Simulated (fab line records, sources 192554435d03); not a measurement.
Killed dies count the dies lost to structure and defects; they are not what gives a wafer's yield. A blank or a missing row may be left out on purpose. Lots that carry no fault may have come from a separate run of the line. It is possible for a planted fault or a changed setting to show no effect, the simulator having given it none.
Which tool did it? :: flow n5_finfet :: 11 lots, 33 wafers sampled, at 3 steps of a route of 1938

WHAT EACH GAUGE READ, for each wafer
N5_BEOL_M11_CD_MEAS_28: target cd 70 nm.
lot: L646
measured: day 11 03:25
on: cd_sem-01
cd_nm (nm): 69.5 71.0 69.5

lot: L644
measured: day 11 03:47
on: cd_sem-01
cd_nm (nm): 70.0 67.4 70.2

lot: L645
measured: day 11 04:20
on: cd_sem-03
cd_nm (nm): 72.2 70.9 71.2

lot: L651
measured: day 12 16:05
on: cd_sem-01
cd_nm (nm): 70.3 70.1 70.9

lot: L652
measured: day 12 17:26
on: cd_sem-03
cd_nm (nm): 70.7 70.2 70.5

lot: L653
measured: day 13 02:43
on: cd_sem-03
cd_nm (nm): 70.2 70.8 70.4

lot: L654
measured: day 13 12:07
on: cd_sem-02
cd_nm (nm): 71.3 70.3 70.4

lot: L657
measured: day 14 11:25
on: cd_sem-01
cd_nm (nm): 70.5 70.0 70.8

lot: L662
measured: day 15 09:49
on: cd_sem-03
cd_nm (nm): 63.9 70.5 64.4

lot: L665
measured: day 16 10:46
on: cd_sem-02
cd_nm (nm): 69.9 69.2 69.2

lot: L666
measured: day 16 20:21
on: cd_sem-01
cd_nm (nm): 69.8 70.3 69.5

WHICH TOOL RAN EACH LOT (tool, then ch and the chambers of the sampled wafers, then the start)
lot: L646
N5_BEOL_M10_ANNEAL_51: rtp_anneal-01 ch 0, day 10 23:47
N5_BEOL_M11_PEB_26: litho_track-03 ch 0, day 11 03:21

lot: L644
N5_BEOL_M10_ANNEAL_51: rtp_anneal-01 ch 0, day 11 00:11
N5_BEOL_M11_PEB_26: litho_track-05 ch 0, day 11 03:44

lot: L645
N5_BEOL_M10_ANNEAL_51: rtp_anneal-01 ch 0, day 11 00:32
N5_BEOL_M11_PEB_26: litho_track-03 ch 0, day 11 04:16

lot: L651
N5_BEOL_M10_ANNEAL_51: rtp_anneal-01 ch 0, day 12 11:40
N5_BEOL_M11_PEB_26: litho_track-04 ch 0, day 12 16:01

lot: L652
N5_BEOL_M10_ANNEAL_51: rtp_anneal-01 ch 0, day 12 13:23
N5_BEOL_M11_PEB_26: litho_track-04 ch 0, day 12 17:22

lot: L653
N5_BEOL_M10_ANNEAL_51: rtp_anneal-01 ch 0, day 12 21:31
N5_BEOL_M11_PEB_26: litho_track-05 ch 0, day 13 02:38

lot: L654
N5_BEOL_M10_ANNEAL_51: rtp_anneal-01 ch 0, day 13 07:33
N5_BEOL_M11_PEB_26: litho_track-04 ch 0, day 13 12:02

lot: L657
N5_BEOL_M10_ANNEAL_51: rtp_anneal-01 ch 0, day 14 05:26
N5_BEOL_M11_PEB_26: litho_track-04 ch 0, day 14 11:20

lot: L662
N5_BEOL_M10_ANNEAL_51: rtp_anneal-01 ch 0, day 15 06:30
N5_BEOL_M11_PEB_26: litho_track-03 ch 0, day 15 09:45

lot: L665
N5_BEOL_M10_ANNEAL_51: rtp_anneal-02 ch 0, day 16 04:49
N5_BEOL_M11_PEB_26: litho_track-05 ch 0, day 16 10:41

lot: L666
N5_BEOL_M10_ANNEAL_51: rtp_anneal-02 ch 0, day 16 14:22
N5_BEOL_M11_PEB_26: litho_track-05 ch 0, day 16 20:17
- N5_BEOL_M10_ANNEAL_51: time 90 s.
- N5_BEOL_M11_PEB_26: peb time 60 s.

THE ANSWER, worked out from the rows above alone
Rule: usual is defined by the lots themselves. The widest of any qualifying gaps counts: lots, ordered by their means at a reading, are off when they make up no more than a third of the lots, leave a main group of 4 or more, and stand apart from it by 3 or more times the standard deviation of that group's means. If all means in a main group match to the digits the tables above print for the reading, that group is not used. Also off: a lot with no number at a reading for which 4 or more lots have one. All remaining lots with rows at the step are treated as sound.
Off: L662, at N5_BEOL_M11_CD_MEAS_28 (cd_nm). For the main group the mean is 70.2 nm and the standard deviation 0.61.
A tool fits if, at a process step before that reading, it ran every lot that is off, and no sound lot after the first of them. Gauges at N5_BEOL_M11_CD_MEAS_28: tried the same way as those tools. Can't be told from this: 3 tools fit, rtp_anneal-01 at N5_BEOL_M10_ANNEAL_51, litho_track-03 at N5_BEOL_M11_PEB_26, cd_sem-03 at N5_BEOL_M11_CD_MEAS_28.

WHAT THE SIMULATOR PUT IN
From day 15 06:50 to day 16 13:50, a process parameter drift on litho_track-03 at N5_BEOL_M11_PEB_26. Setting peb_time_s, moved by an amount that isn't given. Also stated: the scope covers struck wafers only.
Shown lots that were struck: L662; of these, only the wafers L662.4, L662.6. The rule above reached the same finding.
